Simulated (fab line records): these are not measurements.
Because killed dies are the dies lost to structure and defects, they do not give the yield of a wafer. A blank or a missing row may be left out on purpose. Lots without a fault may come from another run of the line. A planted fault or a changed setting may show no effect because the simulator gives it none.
Matching of chambers    flow nand harc    NHARC_A_SGD_CUT_DEP_00 on pecvd-01: 3 sister chambers
The step deposits SiNx, target thk 50 nm. 16 wafers are shown with their chamber, then 8 later ones without.

== WAFERS, EACH WITH ITS CHAMBER ==
wafer   chamber  heater power w (W)  heater power outer w (W)
L074.2  0        746                 428
L074.3  1        722                 417
L074.6  1        717                 421
L079.2  0        738                 432
L079.3  1        770                 470
L079.6  0        747                 432
L089.2  0        680                 389
L089.3  2        597                 366
L089.5  0        680                 388
L088.2  2        571                 362
L088.4  2        593                 364
L088.5  1        748                 429
L091.1  2        638                 403
L091.5  2        644                 421
L091.6  1        778                 460
L092.1  0        755                 442

SIGNATURES (means of the wafers above)
reading               chamber 0  chamber 1  chamber 2  scatter within a chamber
heater power w        724.33     747.00     608.60     31.6
heater power outer w  418.50     439.40     383.20     24.9
Rule: for a wafer and a chamber, the distance is found by dividing, reading by reading, the gap between the wafer's reading and the chamber's mean by the reading's scatter, squaring, summing and taking the root. If the next closest chamber is less than 2 further off than the closest, the wafer can't be placed; otherwise it belongs to the closest. The scatter: the root of (the sum of the squares of (reading less its chamber's mean) over the shown wafers, divided by (wafers less chambers)).

== WAFERS WHOSE CHAMBER IS MISSING ==
wafer   heater power w (W)  heater power outer w (W)
L092.4  753                 435
L092.6  754                 467
L093.2  622                 394
L093.3  667                 393
L093.6  625                 396
L097.2  691                 436
L097.3  694                 393
L097.5  692                 440

== WHICH CHAMBER EACH WENT THROUGH ==
wafer   from the rows above           in truth
L092.4  can't be placed: 1 or 0       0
L092.6  can't be placed: 1 or 0       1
L093.2  2                             2
L093.3  can't be placed: 2 or 0 or 1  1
L093.6  2                             2
L097.2  can't be placed: 0 or 1       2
L097.3  can't be placed: 0 or 1 or 2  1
L097.5  can't be placed: 0 or 1       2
Correct placement for 2 of the 8. Unplaceable from these rows: 6, with the true chamber sitting among the candidates in 4. Wrongly placed: 0.
